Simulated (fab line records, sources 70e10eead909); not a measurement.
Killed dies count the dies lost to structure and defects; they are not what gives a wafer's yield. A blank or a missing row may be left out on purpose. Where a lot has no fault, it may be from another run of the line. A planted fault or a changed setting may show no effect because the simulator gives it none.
fab line records    flow nandHarc
record: lots: 7  wafers: 18  lastDay: 33
route steps=1302 shown A_SOURCE_PLATE@414 A_ONON_D1@424 END@1302
lots that met no fault: from a run of the same line without faults
startH: the number of hours between the record's first day and the start of the first shown wafer of the lot    waitH: time in hours since the lot's previous step    " as in the row above    L1.1+2: one row covering several wafers at once    - no value present, or no start provided    * or withheld: withheld    < > ~ a bound
route shown NAME@n: NAME is a module with steps in the file, n the number in the route of the first one    usual: mean/standard deviation taken from wafers without a fault    same: alike in all rows    chamber/n: place in a boat    sites: the reading at each site    _std_site: the values' standard deviation    _edge_site: the outer-site mean with the inner-site mean subtracted    radiusMm: for every site, how far away it sits from the centre of the wafer    mask NAME#n: copy n    behind: the most recent tool/chamber to have shaped the wafer    hold: why the lot was held/for how many hours/how that ended    device: names the non-switching transistor (n, p or np)    end of line: the same wafers' tests at the end of the route    a step with no rows: only its recipe    killed: dies lost to structure and defects at the first sort, not the wafer's yield    map: the dies of a wafer, with x for killed, . for not killed, _ for no die there
set.NAME: the setting the step ran with; set.NAME@STEP: the setting that earlier step ran with    model.NAME: the simulator's own value behind a step, which no gauge read
certain route steps with their lots: each step a table, each wafer a row
services: the hour from which a tool's chamber was out of use, counted from the record's first day as startH (under 0 if before that day), plus the number of hours and why
== steps ==
step: NHARC_A_SOURCE_PLATE_SRD_01
step: NHARC_A_SOURCE_PLATE_OXIDE_02
recipe: targetThkA: 100  tempC: 900  oxTimeS: 1362  material: SiO2
step: NHARC_A_SOURCE_PLATE_THK_MEAS_09
recipe: thkMeasGauge: ellipsometry
usual: thkNm: 9.6/1
lot.wafer  tool          chamber  startH  waitH  thkNm
L693.3     filmMetro-02  -        150.52  0.4    9.4
L693.4     "             -        "       "      10.3
L693.6     "             -        "       "      10.3
L694.3     filmMetro-01  -        150.52  0.4    7.7
L694.4     "             -        "       "      8.5
L694.5     "             -        "       "      9.0
L708.1     filmMetro-01  -        290.29  0.4    9.3
L708.3     "             -        "       "      7.7
L709.3     filmMetro-01  -        307.41  0.4    10.7
L709.6     "             -        "       "      11.7
L711.3     filmMetro-01  -        323.57  0.4    8.3
L711.6     "             -        "       "      10.9
L713.1     filmMetro-01  -        348.85  0.4    10.7
L713.2     "             -        "       "      11.7
L713.5     "             -        "       "      12.0
L715.1     filmMetro-02  -        369.73  0.4    8.3
L715.4     "             -        "       "      9.2
L715.5     "             -        "       "      9.7
step: NHARC_A_SOURCE_PLATE_PVD_04
recipe: targetThkA: 500  material: WSi2
step: NHARC_A_SOURCE_PLATE_CVD_03
recipe: targetThkA: 2000  tempC: 620  pressureMtorr: 200  timeS: 4000  material: poly-Si
step: NHARC_A_SOURCE_PLATE_ANNEAL_05
recipe: tempC: 850  timeS: 1800
step: NHARC_A_SOURCE_PLATE_THK_MEAS_06
recipe: thkMeasGauge: ellipsometry
usual: thkNm: 200.0/2.2
lot.wafer  tool          chamber  startH  waitH  thkNm
L693.3     filmMetro-01  -        163.57  0.4    198.6
L693.4     "             -        "       "      201.2
L693.6     "             -        "       "      197.8
L694.3     filmMetro-02  -        163.57  0.4    198.4
L694.4     "             -        "       "      198.1
L694.5     "             -        "       "      198.4
L708.1     filmMetro-02  -        303.09  0.4    203.0
L708.3     "             -        "       "      202.0
L709.3     filmMetro-02  -        320.85  0.4    197.6
L709.6     "             -        "       "      198.7
L711.3     filmMetro-02  -        337.29  0.4    202.2
L711.6     "             -        "       "      204.4
L713.1     filmMetro-01  -        361.89  0.4    201.9
L713.2     "             -        "       "      202.1
L713.5     "             -        "       "      199.5
L715.1     filmMetro-01  -        382.74  0.4    197.9
L715.4     "             -        "       "      200.7
L715.5     "             -        "       "      198.7
step: NHARC_A_SOURCE_PLATE_INSPECT_08
usual: rawDefectCount: 66/28
lot.wafer  tool              chamber  startH  waitH  rawDefectCount
L694.3     defectInspect-02  -        163.63  0.0    126
L694.4     "                 -        "       "      102
L694.5     "                 -        "       "      71
L693.3     defectInspect-01  -        163.63  0.0    110
L693.4     "                 -        "       "      47
L693.6     "                 -        "       "      47
L708.1     defectInspect-02  -        303.18  0.0    27
L708.3     "                 -        "       "      27
L709.3     defectInspect-01  -        320.93  0.0    60
L709.6     "                 -        "       "      53
L711.3     defectInspect-01  -        337.37  0.0    83
L711.6     "                 -        "       "      52
L713.1     defectInspect-01  -        361.96  0.0    70
L713.2     "                 -        "       "      76
L713.5     "                 -        "       "      80
L715.1     defectInspect-02  -        384.86  2.1    49
L715.4     "                 -        "       "      38
L715.5     "                 -        "       "      61
step: NHARC_A_ONON_D1_DEP_00
recipe: targetThkA: 10000  n2FlowSccm: 2750  n2oFlowSccm: 2000  nh3FlowSccm: 500  sih4FlowSccm: 210  tempC: 400
step: NHARC_A_ONON_D1_THK_MEAS_02
recipe: thkMeasGauge: ellipsometry
usual: thkNm: 995/9.5
lot.wafer  tool          chamber  startH  waitH  thkNm
L693.3     filmMetro-02  -        164.21  -      980
L693.4     "             -        "       "      984
L693.6     "             -        "       "      984
L694.3     filmMetro-01  -        164.21  -      986
L694.4     "             -        "       "      987
L694.5     "             -        "       "      987
L708.1     filmMetro-02  -        303.75  -      1001
L708.3     "             -        "       "      1001
L709.3     filmMetro-02  -        321.51  -      1012
L709.6     "             -        "       "      1013
L711.3     filmMetro-02  -        337.94  -      985
L711.6     "             -        "       "      988
L713.1     filmMetro-01  -        362.53  -      985
L713.2     "             -        "       "      986
L713.5     "             -        "       "      984
L715.1     filmMetro-01  -        385.46  -      1012
L715.4     "             -        "       "      1013
L715.5     "             -        "       "      1013
step: NHARC_A_ONON_D1_DEP_03
recipe: targetThkA: 10000  n2FlowSccm: 2750  n2oFlowSccm: 2000  nh3FlowSccm: 500  sih4FlowSccm: 210  tempC: 400
lot.wafer   tool          chamber  startH  waitH
L693.3+4+6  pecvdOnon-03  0        164.38  0.2
L694.3+4+5  pecvdOnon-04  0        164.38  0.2
L708.1+3    pecvdOnon-03  0        303.81  0.1
L709.3+6    pecvdOnon-03  0        321.68  0.2
L711.3+6    pecvdOnon-03  0        338.11  0.2
L713.1+2+5  pecvdOnon-01  0        362.58  0.1
L715.1+4+5  pecvdOnon-01  0        385.54  0.1
step: NHARC_A_ONON_D1_THK_MEAS_05
recipe: thkMeasGauge: ellipsometry
usual: thkNm: 1000/10
lot.wafer  tool          chamber  startH  waitH  thkNm
L693.3     filmMetro-02  -        164.77  -      1015
L693.4     "             -        "       "      1014
L693.6     "             -        "       "      1013
L694.3     filmMetro-01  -        164.77  -      980
L694.4     "             -        "       "      981
L694.5     "             -        "       "      979
L708.1     filmMetro-02  -        304.32  -      995
L708.3     "             -        "       "      1797
L709.3     filmMetro-01  -        322.08  -      1790
L709.6     "             -        "       "      1789
L711.3     filmMetro-01  -        338.50  -      1803
L711.6     "             -        "       "      1804
L713.1     filmMetro-01  -        363.09  -      988
L713.2     "             -        "       "      987
L713.5     "             -        "       "      987
L715.1     filmMetro-01  -        386.05  -      1002
L715.4     "             -        "       "      1004
L715.5     "             -        "       "      1004
step: NHARC_A_ONON_D1_DEP_06
recipe: targetThkA: 10000  n2FlowSccm: 2750  n2oFlowSccm: 2000  nh3FlowSccm: 500  sih4FlowSccm: 210  tempC: 400
step: NHARC_END_SORT_01
recipe: tempC: 25
usual: killedAtArray: 61/26  killedAtOther: 0.8/1.1  killedAtPeriphery: 4.0/2.6  killedDies: 66/26  killedOpen: 3.1/1.7  killedShort: 2.5/1.5
same: grossDies: 677
lot.wafer  tool       chamber  startH  waitH  killedAtArray  killedAtOther  killedAtPeriphery  killedDies  killedOpen  killedShort
L694.3     prober-01  0        569.27  3.1    66             1              6                  73          4           3
L694.4     prober-01  0        570.07  3.4    60             2              2                  64          4           1
L694.5     prober-01  0        570.87  3.7    59             3              5                  67          3           2
L693.3     prober-02  0        569.31  3.1    79             1              3                  83          1           5
L693.4     prober-02  0        570.11  3.4    57             0              3                  60          3           2
L693.6     prober-02  0        571.70  4.0    55             0              2                  57          3           2
L708.3     prober-01  0        712.23  3.1    676            0              1                  677         3           2
L709.3     prober-02  0        727.80  3.1    670            3              4                  677         4           3
L709.6     prober-02  0        730.17  3.9    673            2              2                  677         2           6
L711.3     prober-01  0        740.23  3.1    665            0              12                 677         5           0
L711.6     prober-01  0        742.68  4.1    667            0              10                 677         8           0
killed by level:class
L694.3 A_CHANNEL_HOLE_D2:chamberFilmFlake=27 A_CHANNEL_HOLE_D1:chamberFilmFlake=24 A_CONTACT:chamberFilmFlake=5 A_STAIRCASE:chamberFilmFlake=3 P_STI:chamberFilmFlake=2 P_CONTACT:chamberFilmFlake=2 A_CONTACT:unspecified=2 P_CONTACT:geometricParticle:short=1
L693.3 A_CHANNEL_HOLE_D2:chamberFilmFlake=41 A_SLIT:chamberFilmFlake=27 P_ZERO_WELL:chamberFilmFlake=2 A_CONTACT:chamberFilmFlake=2 P_CONTACT:geometricParticle:short=1 A_CHANNEL_FILL_D1:geometricParticle:short=1 A_DECK1_JOINT:geometricParticle:short=1 A_CHANNEL_FILL_D2:geometricParticle:short=1
L694.4 A_CHANNEL_HOLE_D2:chamberFilmFlake=23 A_CHANNEL_HOLE_D1:chamberFilmFlake=21 A_CONTACT:chamberFilmFlake=8 A_STAIRCASE:chamberFilmFlake=2 A_CONTACT:unspecified=2 THIN_TSV:chamberFilmFlake=2 P_GATE:geometricParticle:open=1 A_CHANNEL_HOLE_D1:geometricParticle:open=1
L693.4 A_CHANNEL_HOLE_D2:chamberFilmFlake=25 A_SLIT:chamberFilmFlake=19 A_M0:geometricParticle:open=2 A_DECK1_JOINT:chamberFilmFlake=2 A_STAIRCASE:chamberFilmFlake=2 A_WL_FILL:chamberFilmFlake=2 P_M0:geometricParticle:short=1 A_STAIRCASE:geometricParticle:open=1
L694.5 A_CHANNEL_HOLE_D2:chamberFilmFlake=29 A_CHANNEL_HOLE_D1:chamberFilmFlake=19 P_CONTACT:chamberFilmFlake=4 A_STAIRCASE:chamberFilmFlake=4 A_CONTACT:chamberFilmFlake=2 THIN_TSV:chamberFilmFlake=2 A_ONON_D2:geometricParticle:open=1 A_WL_FILL:geometricParticle:short=1
L693.6 A_CHANNEL_HOLE_D2:chamberFilmFlake=27 A_SLIT:chamberFilmFlake=14 A_CONTACT:chamberFilmFlake=3 A_CHANNEL_HOLE_D1:chamberFilmFlake=2 A_STAIRCASE:chamberFilmFlake=2 P_M0:geometricParticle:open=1 P_M0:geometricParticle:short=1 A_CHANNEL_FILL_D2:geometricParticle:open=1
L708.3 A_ONON_D1:areaDep=649 A_CHANNEL_HOLE_D1:chamberFilmFlake=9 A_CONTACT:chamberFilmFlake=6 A_DECK1_JOINT:chamberFilmFlake=3 A_STAIRCASE:chamberFilmFlake=3 A_DECK1_JOINT:geometricParticle:open=1 A_ONON_D2:geometricParticle:open=1 A_STAIRCASE:geometricParticle:short=1
L709.3 A_ONON_D1:areaDep=585 A_CHANNEL_HOLE_D1:chamberFilmFlake=32 A_SLIT:chamberFilmFlake=22 A_CHANNEL_HOLE_D2:chamberFilmFlake=19 A_CONTACT:chamberFilmFlake=3 THIN_TSV:chamberFilmFlake=3 A_SGD_CUT:geometricParticle:short=2 P_STI:chamberFilmFlake=2
L709.6 A_ONON_D1:areaDep=589 A_SLIT:chamberFilmFlake=30 A_CHANNEL_HOLE_D1:chamberFilmFlake=23 A_CHANNEL_HOLE_D2:chamberFilmFlake=20 P_CONTACT:geometricParticle:short=2 A_BLC:geometricParticle:open=2 A_STAIRCASE:chamberFilmFlake=2 THIN_TSV:chamberFilmFlake=2
L711.3 A_ONON_D1:areaDep=611 A_CHANNEL_HOLE_D2:chamberFilmFlake=23 P_CONTACT:chamberFilmFlake=9 A_CHANNEL_HOLE_D1:chamberFilmFlake=9 A_CONTACT:chamberFilmFlake=8 A_SLIT:chamberFilmFlake=5 A_ZERO_WELL:chamberFilmFlake=3 A_ONON_D1:geometricParticle:open=1
L711.6 A_ONON_D1:areaDep=614 A_CHANNEL_HOLE_D2:chamberFilmFlake=23 A_CHANNEL_HOLE_D1:chamberFilmFlake=10 A_CONTACT:chamberFilmFlake=8 P_CONTACT:chamberFilmFlake=7 A_SLIT:chamberFilmFlake=4 A_ONON_D1:geometricParticle:open=3 A_M1:geometricParticle:open=2
map L708.3 (x killed, . not)
____________x____________
_________xxxxxxx_________
_______xxxxxxxxxxx_______
______xxxxxxxxxxxxx______
_____xxxxxxxxxxxxxxx_____
____xxxxxxxxxxxxxxxxx____
____xxxxxxxxxxxxxxxxx____
___xxxxxxxxxxxxxxxxxxx___
___xxxxxxxxxxxxxxxxxxx___
__xxxxxxxxxxxxxxxxxxxxx__
__xxxxxxxxxxxxxxxxxxxxx__
_xxxxxxxxxxxxxxxxxxxxxxx_
_xxxxxxxxxxxxxxxxxxxxxxx_
_xxxxxxxxxxxxxxxxxxxxxxx_
_xxxxxxxxxxxxxxxxxxxxxxx_
_xxxxxxxxxxxxxxxxxxxxxxx_
xxxxxxxxxxxxxxxxxxxxxxxxx
xxxxxxxxxxxxxxxxxxxxxxxxx
xxxxxxxxxxxxxxxxxxxxxxxxx
xxxxxxxxxxxxxxxxxxxxxxxxx
xxxxxxxxxxxxxxxxxxxxxxxxx
_xxxxxxxxxxxxxxxxxxxxxxx_
_xxxxxxxxxxxxxxxxxxxxxxx_
_xxxxxxxxxxxxxxxxxxxxxxx_
_xxxxxxxxxxxxxxxxxxxxxxx_
_xxxxxxxxxxxxxxxxxxxxxxx_
__xxxxxxxxxxxxxxxxxxxxx__
__xxxxxxxxxxxxxxxxxxxxx__
___xxxxxxxxxxxxxxxxxxx___
___xxxxxxxxxxxxxxxxxxx___
____xxxxxxxxxxxxxxxxx____
____xxxxxxxxxxxxxxxxx____
_____xxxxxxxxxxxxxxx_____
______xxxxxxxxxxxxx______
_______xxxxxxxxxxx_______
_________xxxxxxx_________
____________x____________
map L709.3 (x killed, . not)
____________x____________
_________xxxxxxx_________
_______xxxxxxxxxxx_______
______xxxxxxxxxxxxx______
_____xxxxxxxxxxxxxxx_____
____xxxxxxxxxxxxxxxxx____
____xxxxxxxxxxxxxxxxx____
___xxxxxxxxxxxxxxxxxxx___
___xxxxxxxxxxxxxxxxxxx___
__xxxxxxxxxxxxxxxxxxxxx__
__xxxxxxxxxxxxxxxxxxxxx__
_xxxxxxxxxxxxxxxxxxxxxxx_
_xxxxxxxxxxxxxxxxxxxxxxx_
_xxxxxxxxxxxxxxxxxxxxxxx_
_xxxxxxxxxxxxxxxxxxxxxxx_
_xxxxxxxxxxxxxxxxxxxxxxx_
xxxxxxxxxxxxxxxxxxxxxxxxx
xxxxxxxxxxxxxxxxxxxxxxxxx
xxxxxxxxxxxxxxxxxxxxxxxxx
xxxxxxxxxxxxxxxxxxxxxxxxx
xxxxxxxxxxxxxxxxxxxxxxxxx
_xxxxxxxxxxxxxxxxxxxxxxx_
_xxxxxxxxxxxxxxxxxxxxxxx_
_xxxxxxxxxxxxxxxxxxxxxxx_
_xxxxxxxxxxxxxxxxxxxxxxx_
_xxxxxxxxxxxxxxxxxxxxxxx_
__xxxxxxxxxxxxxxxxxxxxx__
__xxxxxxxxxxxxxxxxxxxxx__
___xxxxxxxxxxxxxxxxxxx___
___xxxxxxxxxxxxxxxxxxx___
____xxxxxxxxxxxxxxxxx____
____xxxxxxxxxxxxxxxxx____
_____xxxxxxxxxxxxxxx_____
______xxxxxxxxxxxxx______
_______xxxxxxxxxxx_______
_________xxxxxxx_________
____________x____________
== services ==
tool          chamber  startH  hours  kind
pecvdOnon-03  -        227.33  13.0   pm
pecvdOnon-01  -        269.04  13.0   pm
pecvdOnon-04  -        311.28  13.0   pm
pecvdOnon-03  -        378.20  5.9    repair
== key ==
firstSign: step: NHARC_A_ONON_D1_THK_MEAS_05  reading: thkNm  direction: up  sigmas: 78  usual: 1000  struck: 1797
effect: step: NHARC_END_SORT_01  reading: killedAtArray  direction: up  sigmas: 24  usual: 61  struck: 670
moreKillsBornAt: NHARC_A_ONON_D1_DEP_03@pecvdOnon-03: 3048
metAt NHARC_A_ONON_D1_DEP_03
struckWafers L708.3,L709.3,L709.6,L711.3,L711.6
laterRowsLeftOut L708.3,L709.3,L709.6,L711.3,L711.6
testerLeftOut L708,L709,L711
onsetBetween 164.38 303.81
fault: kind: processParameterDrift  tool: pecvdOnon-03  chamber: -  onsetH: 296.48  steps: NHARC_A_ONON_D1_DEP_03  channel: targetThkA  offset: *  shape: step  endH: 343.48  scope: struckWafersOnly  actsIn: *  stated: *
testerLeftOut: of these lots the tester's yield and bins aren't shown, on N5 and GAA mostly nor the transistor test; their killed dies are dies lost to structure and defects alone, not to doping, threshold or leakage, so they don't give the yield
laterRowsLeftOut: the simulator's readings of these wafers behind a module that went badly wrong aren't trusted and aren't shown, but for the sort
